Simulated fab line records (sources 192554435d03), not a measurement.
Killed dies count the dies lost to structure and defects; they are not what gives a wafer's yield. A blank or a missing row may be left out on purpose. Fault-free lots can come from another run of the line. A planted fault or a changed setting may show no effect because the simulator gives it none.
What tool caused it? | flow n5Finfet | at 1 step of a route of 1938, 12 lots with 36 wafers sampled

== WHAT EACH GAUGE READ, for each wafer ==
N5_BEOL_M7_THK_MEAS_53: measures by xrf.
lot  | measured     | on           | M7_THK (nm)
L074 | day 10 20:55 | filmMetro-02 | 80.0 81.7 80.7
L077 | day 11 01:05 | filmMetro-02 | 79.3 76.5 82.0
L080 | day 12 00:00 | filmMetro-01 | 79.9 81.7 78.6
L081 | day 12 01:23 | filmMetro-01 | 80.9 80.0 76.5
L083 | day 13 01:26 | filmMetro-02 | 81.5 78.3 77.9
L086 | day 13 14:52 | filmMetro-02 | 77.3 77.8 75.7
L085 | day 13 16:53 | filmMetro-01 | 74.0 76.1 77.6
L091 | day 14 22:21 | filmMetro-01 | 78.1 80.1 81.1
L088 | day 15 02:07 | filmMetro-02 | 80.8 79.4 80.2
L094 | day 15 11:04 | filmMetro-02 | 82.4 82.6 78.9
L095 | day 16 04:00 | filmMetro-02 | 79.5 76.9 77.8
L097 | day 16 10:38 | filmMetro-01 | 78.8 79.3 75.9

== TOOL THAT RAN EACH LOT (tool first, then ch and the chambers of the sampled wafers, then the start) ==
Record: no process step prior to these readings.

== THE ANSWER, worked out from the rows above alone ==
Rule: what is usual is taken from the lots themselves. Put in order of their means at a reading, lots are off if they are a third of the lots or fewer, leave a main group of 4 or more, and stand apart from it by a gap of 3 or more times the standard deviation of the main group's means; of several such gaps the widest counts. If all means in a main group match to the digits the tables above print for the reading, that group is not used. Also off: a lot with no number at a reading for which 4 or more lots have one. Where the step has rows for the other lots, those lots are counted as sound.
No lot is off on any of the readings shown, so nothing can be concluded from this.

== WHAT THE SIMULATOR PUT IN ==
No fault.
